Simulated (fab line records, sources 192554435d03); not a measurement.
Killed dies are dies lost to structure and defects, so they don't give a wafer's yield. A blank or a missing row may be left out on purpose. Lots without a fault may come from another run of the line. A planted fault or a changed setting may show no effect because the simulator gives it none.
Chamber matching | flow n5_finfet | N5_PASSIVATION_STRIP_14 on rie_diel-01: 4 sister chambers
The step strips in O2. 4 wafers are shown with their chamber, then 8 later ones without.

WAFERS WITH THEIR CHAMBER
wafer  | chamber | showerhead_plenum_p_Torr (Torr)
L365.3 | 3       | 2.15
L365.5 | 0       | 2.21
L365.6 | 1       | 2.19
L369.1 | 2       | 1.98

WAFERS WITHOUT THEIR CHAMBER
wafer  | showerhead_plenum_p_Torr (Torr)
L369.5 | 2.21
L369.6 | 2.15
L374.1 | 2.20
L374.3 | 2.18
L374.5 | 1.98
L384.1 | 2.17
L384.3 | 1.97
L384.5 | 1.97

WHICH CHAMBER EACH WENT THROUGH
wafer  | from the rows above     | in truth
L369.5 | 0                       | 0
L369.6 | 3                       | 3
L374.1 | can't be placed: 0 or 1 | 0
L374.3 | 1                       | 1
L374.5 | 2                       | 2
L384.1 | can't be placed: 1 or 3 | 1
L384.3 | 2                       | 2
L384.5 | 2                       | 2
Placed correctly: 6 of 8. Can't be placed from these rows: 2 (the true chamber is among the candidates in 2). Placed wrongly: 0.
How it was worked out, from the rows above alone: a wafer's distance from a chamber is the root of the sum, over the readings, of the square of ((its reading less the chamber's mean) divided by the reading's scatter). The wafer belongs to the nearest chamber; if the next one is less than 2 further off, it can't be placed. A chamber's mean is the mean of its shown wafers. The scatter: with one shown wafer a chamber, the root of the mean of the squares of how far each hidden wafer lies from its nearest shown one.
